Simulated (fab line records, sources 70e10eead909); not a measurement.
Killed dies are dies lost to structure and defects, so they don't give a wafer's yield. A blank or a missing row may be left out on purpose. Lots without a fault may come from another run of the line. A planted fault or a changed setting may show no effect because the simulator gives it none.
fab line records | flow nand_harc
record lots=12 wafers=36 last_day=33
route steps=1302 shown P_BONDPAD@372 A_ZERO_WELL@396
lots that met no fault: from a run of the same line without faults
start_h: hours from the record's first day to the start of the lot's first wafer shown | wait_h: hours since the lot's step before | " the same as in the row above | L1.1+2: a row that stands for several wafers | - no value, or no start given | * or withheld: withheld | < > ~ a bound
route shown NAME@n: a module of which the file shows steps, and the number in the route of the first | usual: mean/standard deviation of fault-free wafers | same: alike in all rows | chamber/n: place in a boat | sites: the reading at each site | _std_site: their standard deviation | _edge_site: outer sites' mean less inner sites' | radius_mm: how far each site lies from the wafer's centre | mask NAME#n: copy n | behind: the tool/chamber that last shaped the wafer | hold: why the lot was held/for how many hours/how that ended | device: the transistor (n, p or np) that didn't switch | end of line: the same wafers' tests at the end of the route | a step without rows: its recipe alone | killed: dies lost to structure and defects at the first sort, not the wafer's yield | map: a wafer's dies, x killed, . not, _ none there
set.NAME: the setting as run; set.NAME@STEP: as run at that earlier step | model.NAME: the simulator's own value behind a step, which no gauge read
steps of the route over a sample of lots; a table a step, a row a wafer
services: from which hour (start_h, from the record's first day; less than 0 if before it) a tool's chamber was out of use, for how many hours, and why
## steps
# step NHARC_P_BONDPAD_ETCH_24
# recipe target_depth_a=300 over_etch_frac=0.3 time_s=72.99 ion_energy_ev=150 cf4_flow_sccm=50 n2_flow_sccm=100 ar_flow_sccm=150 rf_w=300 bias_w=100 chemistry=CF4/N2
# usual drypump_motor_current_A=5.5/0.32 oes_product_au=0.998/0.0076 rf_vpp_V=313.4/1.9 showerhead_plenum_p_Torr=2.58/0.1 throttle_valve_pct=19.794/0.0097
# columns lot.wafer tool chamber start_h wait_h drypump_motor_current_A oes_product_au rf_hours_counter_h rf_vpp_V showerhead_plenum_p_Torr throttle_valve_pct
L797.4 rie_diel-01 2 - - 5.8 1.004 5.0 311.3 2.52 19.786
L797.2 " 3 " " 5.4 1.003 5.4 314.6 2.56 19.795
L797.6 " 3 " " 5.4 1.000 - 313.7 2.56 19.799
L799.3 rie_diel-01 1 - - 5.3 0.991 6.3 314.6 2.58 19.808
L799.1 " 3 " " 5.4 0.995 6.1 313.0 2.56 19.804
L799.2 " 0 " " 5.1 0.999 6.0 312.0 2.51 19.811
L800.3 rie_diel-01 3 - - 5.4 0.992 7.6 313.0 2.56 19.780
L800.2 " 0 " " 5.1 0.998 7.8 312.2 2.51 19.787
L800.4 " 1 " " 5.4 0.987 7.9 313.2 2.58 19.797
L806.2 rie_diel-01 0 - - 5.1 0.998 1.3 312.4 2.51 19.798
L806.3 " 2 " " 5.8 0.996 1.0 311.7 2.52 19.802
L806.4 " 3 " " 5.4 0.990 1.2 311.1 2.56 19.800
L807.1 rie_diel-01 1 - - 5.4 0.994 1.1 313.0 2.58 19.786
L807.2 " 2 " " 5.8 0.990 1.1 313.0 2.52 19.805
L807.6 " 2 " " 5.8 0.992 - 312.5 2.52 19.791
L808.4 rie_diel-01 1 - - 5.4 0.993 1.8 313.9 2.58 19.810
L808.1 " 2 " " 5.8 0.996 1.9 312.5 2.52 19.780
L808.6 " 2 " " 5.8 0.990 - 312.1 2.52 19.786
L809.2 rie_diel-03 3 - - 6.1 1.008 4.0 316.4 2.82 19.781
L809.4 " 1 " " 5.7 0.988 3.7 315.2 2.70 19.807
L809.6 " 3 " " 6.1 1.005 - 317.5 2.82 19.787
L812.4 rie_diel-01 2 - - 5.8 0.992 4.8 312.8 2.52 19.782
L812.3 " 3 " " 5.4 0.994 4.1 312.6 2.55 19.799
L812.6 " 2 " " 5.8 0.997 - 310.8 2.52 19.791
L815.4 rie_diel-03 0 - - 5.4 1.006 0.5 310.4 2.45 19.789
L815.3 " 1 " " 5.7 0.997 0.8 314.8 2.70 19.782
L815.2 " 3 " " 6.1 1.003 0.5 317.5 2.82 19.778
L816.4 rie_diel-01 2 - - 5.8 0.981 5.4 312.7 2.52 19.793
L816.2 " 0 " " 5.1 1.001 6.5 311.1 2.51 19.793
L816.6 " 1 " " 5.4 0.994 - 312.6 2.58 19.794
L819.1 rie_diel-02 1 - - 5.0 0.991 6.1 318.0 2.81 19.782
L819.5 " 3 " " 5.3 1.006 - 312.2 2.49 19.802
L819.6 " 0 " " 5.2 1.001 - 314.0 2.54 19.816
L820.2 rie_diel-01 0 - - 5.1 1.001 8.4 311.6 2.51 19.799
L820.4 " 1 " " 5.3 0.991 8.5 312.8 2.58 19.794
L820.6 " 0 " " 5.1 1.006 - 313.3 2.51 19.810
# step NHARC_P_BONDPAD_CMP_19
# recipe t_overpolish_s=30 cu_recess_touch_s=16 target_thk_nm=160.81
# usual motor_current_A=11.9/0.71 overpolish_run_s=30.000/0.0095 slurry_filter_dp_kPa=13.50/0.13
# same cu_recess_touch_s=16
# columns lot.wafer tool chamber start_h wait_h motor_current_A overpolish_run_s slurry_filter_dp_kPa
L797.2 cmp-04 1 142.44 - 12.3 29.998 13.49
L797.4 " 3 " " 11.6 29.994 13.53
L797.6 " 0 " " 11.2 29.990 13.56
L799.3 cmp-04 3 154.52 - 11.7 30.003 13.54
L799.2 " 0 " " 11.3 29.998 13.62
L799.1 " 1 " " 12.2 30.002 13.66
L800.3 cmp-04 0 168.54 - 11.7 30.006 13.61
L800.2 " 1 " " 11.6 29.996 13.76
L800.4 " 2 " " 12.0 29.994 13.39
L806.4 cmp-03 2 229.66 - 10.8 29.982 13.47
L806.3 " 3 " " 12.6 30.019 13.78
L806.2 " 1 " " 11.2 30.020 13.53
L807.1 cmp-03 3 230.13 - 13.2 30.006 13.48
L807.2 " 1 " " 11.0 29.997 13.37
L807.6 " 3 " " 13.2 30.029 13.36
L808.4 cmp-03 3 246.09 - 13.4 29.996 13.59
L808.1 " 2 " " 10.7 29.994 13.58
L808.6 " 3 " " 13.0 30.002 13.57
L809.2 cmp-03 2 254.89 - 10.4 29.985 13.41
L809.4 " 3 " " 13.2 30.005 13.53
L809.6 " 2 " " 10.4 29.970 13.51
L812.4 cmp-01 2 282.51 - 11.9 29.992 13.25
L812.3 " 3 " " 11.9 30.013 13.66
L812.6 " 2 " " 12.3 30.001 13.45
L815.4 cmp-01 0 309.66 - 11.5 29.995 13.53
L815.2 " 2 " " 13.3 29.999 13.32
L815.3 " 3 " " 12.0 29.988 13.38
L816.2 cmp-04 2 325.15 - 12.0 29.995 13.48
L816.4 " 0 " " 11.5 30.001 13.30
L816.6 " 3 " " 12.0 30.007 13.34
L819.1 cmp-01 2 362.83 - 12.5 30.016 13.42
L819.5 " 3 " " 12.1 30.000 13.52
L819.6 " 0 " " 12.4 29.994 13.65
L820.2 cmp-04 0 370.11 - 12.0 30.009 13.66
L820.4 " 1 " " 12.1 30.014 13.61
L820.6 " 1 " " 12.6 30.011 13.38
# step NHARC_A_ZERO_WELL_SOFTBAKE_05
# recipe temp_c=125 time_s=70
# usual exhaust_pa=45.1/1 heater_power_total_W=201.0/1.2
# columns lot.wafer tool chamber start_h wait_h exhaust_pa heater_power_total_W
L797.2 litho_track-03 0 143 - 44.6 200.2
L797.4 " 0 " " 45.7 202.5
L797.6 " 0 " " 44.1 202.6
L799.1 litho_track-07 0 155 - 45.6 201.5
L799.2 " 0 " " 47.5 201.2
L799.3 " 0 " " 47.0 200.6
L800.2 litho_track-03 0 169 - 46.6 199.6
L800.3 " 0 " " 44.6 201.2
L800.4 " 0 " " 44.2 202.4
L806.2 litho_track-03 0 231 - 43.9 318.9
L806.3 " 0 " " 43.6 319.1
L806.4 " 0 " " 43.1 322.0
L807.1 litho_track-03 0 231 - 45.4 316.4
L807.2 " 0 " " 45.3 315.2
L807.6 " 0 " " 46.8 319.9
L808.1 litho_track-03 0 247 - 46.0 316.3
L808.4 " 0 " " 44.6 316.6
L808.6 " 0 " " 46.3 321.9
L809.2 litho_track-05 0 256 - 44.7 201.5
L809.4 " 0 " " 44.3 202.1
L809.6 " 0 " " 44.0 202.6
L812.3 litho_track-07 0 283 - 45.4 199.0
L812.4 " 0 " " 46.2 199.3
L812.6 " 0 " " 47.2 199.1
L815.2 litho_track-03 0 311 - 44.2 202.5
L815.3 " 0 " " 45.3 200.9
L815.4 " 0 " " 43.4 200.8
L816.2 litho_track-03 0 326 - 46.2 201.8
L816.4 " 0 " " 45.6 198.9
L816.6 " 0 " " 44.7 201.6
L819.1 litho_track-07 0 364 - 45.9 200.8
L819.5 " 0 " " 46.6 200.8
L819.6 " 0 " " 45.2 199.7
L820.2 litho_track-03 0 371 - 44.3 202.5
L820.4 " 0 " " 44.9 199.3
L820.6 " 0 " " 44.3 199.4
# step NHARC_A_ZERO_WELL_RTA_16
# recipe temp_c=1000 time_s=10
# usual lamp_power_pct=30.9/1.7 lamp_zone_1_pct=30.9/1.7 lamp_zone_3_pct=30.9/1.7 wafer_temp_C_max=1004.9/1.1
# columns lot.wafer tool chamber start_h wait_h lamp_power_pct lamp_zone_1_pct lamp_zone_3_pct wafer_temp_C_max
L797.2 rtp_anneal-01 0 145.54 - 29.3 29.3 29.2 1002.7
L797.4 " 0 " " 29.2 29.2 29.3 1004.3
L797.6 " 0 " " 29.2 29.2 29.3 1004.6
L799.1 rtp_anneal-02 0 157.70 - 32.7 32.8 32.7 1004.6
L799.2 " 0 " " 32.7 32.8 32.7 1004.0
L799.3 " 0 " " 32.8 32.8 32.7 1005.1
L800.2 rtp_anneal-01 0 171.67 - 29.2 29.2 29.3 1004.4
L800.3 " 0 " " 29.2 29.2 29.3 1003.8
L800.4 " 0 " " 29.3 29.3 29.3 1003.7
L806.2 rtp_anneal-02 0 232.68 - 32.7 32.7 32.8 1005.9
L806.3 " 0 " " 32.8 32.8 32.7 1006.6
L806.4 " 0 " " 32.8 32.7 32.7 1005.4
L807.1 rtp_anneal-01 0 233.36 - 29.2 29.3 29.3 1003.0
L807.2 " 0 " " 29.3 29.3 29.3 1004.7
L807.6 " 0 " " 29.3 29.2 29.3 1004.3
L808.1 rtp_anneal-02 0 249.23 - 32.7 32.7 32.7 1005.7
L808.4 " 0 " " 32.8 32.8 32.8 1005.8
L808.6 " 0 " " 32.8 32.8 32.7 1006.9
L809.2 rtp_anneal-01 0 258.01 - 29.2 29.3 29.3 1004.5
L809.4 " 0 " " 29.3 29.3 29.2 1004.4
L809.6 " 0 " " 29.3 29.2 29.3 1003.0
L812.3 rtp_anneal-02 0 285.52 - 32.8 32.8 32.7 1004.6
L812.4 " 0 " " 32.8 32.7 32.8 1005.3
L812.6 " 0 " " 32.8 32.8 32.7 1006.2
L815.2 rtp_anneal-01 0 312.84 - 29.3 29.3 29.3 1005.0
L815.3 " 0 " " 29.3 29.3 29.2 1004.5
L815.4 " 0 " " 29.3 29.3 29.3 1004.3
L816.2 rtp_anneal-01 0 328.37 - 29.3 29.3 29.3 1003.8
L816.4 " 0 " " 29.2 29.2 29.3 1005.6
L816.6 " 0 " " 29.2 29.2 29.2 1004.6
L819.1 rtp_anneal-01 0 365.83 - 29.3 29.2 29.3 1005.6
L819.5 " 0 " " 29.3 29.3 29.3 1005.4
L819.6 " 0 " " 29.3 29.3 29.3 1004.8
L820.2 rtp_anneal-02 0 373.23 - 32.8 32.7 32.7 1006.4
L820.4 " 0 " " 32.8 32.8 32.8 1005.2
L820.6 " 0 " " 32.7 32.8 32.8 1005.4
## services
# columns tool chamber start_h hours kind
cmp-03 - 139.15 3.7 repair
rie_diel-01 2 153.60 3.9 repair
cmp-03 - 162.16 4.0 pm
rie_diel-01 1 174.21 5.5 repair
cmp-01 - 182.06 2.5 repair
cmp-01 - 185.98 4.0 pm
cmp-01 - 202.71 1.3 repair
rie_diel-01 - 203.85 9.0 pm
cmp-04 - 209.00 4.0 pm
cmp-03 - 211.56 1.1 repair
cmp-04 - 216.95 1.2 repair
litho_track-07 - 251.00 7.0 pm
cmp-01 - 255.14 2.7 repair
cmp-03 - 260.16 4.0 pm
cmp-01 - 265.55 0.6 repair
litho_track-03 - 275.00 7.0 pm
rie_diel-01 2 290.45 15.4 repair
cmp-04 - 307.00 4.0 pm
cmp-04 - 340.25 1.1 repair
cmp-03 - 355.21 0.9 repair
cmp-03 - 358.16 4.0 pm
cmp-04 - 360.35 0.5 repair
rtp_anneal-01 - 372.20 12.0 pm
cmp-03 - 372.30 3.4 repair
## key
first_sign step=NHARC_A_ZERO_WELL_SOFTBAKE_05 reading=heater_power_total_W direction=up sigmas=95 usual=* struck=*
effect none on later readings
met_at NHARC_A_ZERO_WELL_SOFTBAKE_05
struck_lots L806,L807,L808
tester_left_out L806,L807,L808
not_acting_at NHARC_P_BONDPAD_ETCH_24,NHARC_P_BONDPAD_CMP_19,NHARC_A_ZERO_WELL_RTA_16
onset_between 169 231
fault kind=process_parameter_drift tool=litho_track-03 chamber=- onset_h=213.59 steps=NHARC_A_ZERO_WELL_SOFTBAKE_05 channel=time_s offset=* shape=step end_h=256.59 acts_in=* stated=*
# tester_left_out: of these lots the tester's yield and bins aren't shown, on N5 and GAA mostly nor the transistor test; their killed dies are dies lost to structure and defects alone, not to doping, threshold or leakage, so they don't give the yield
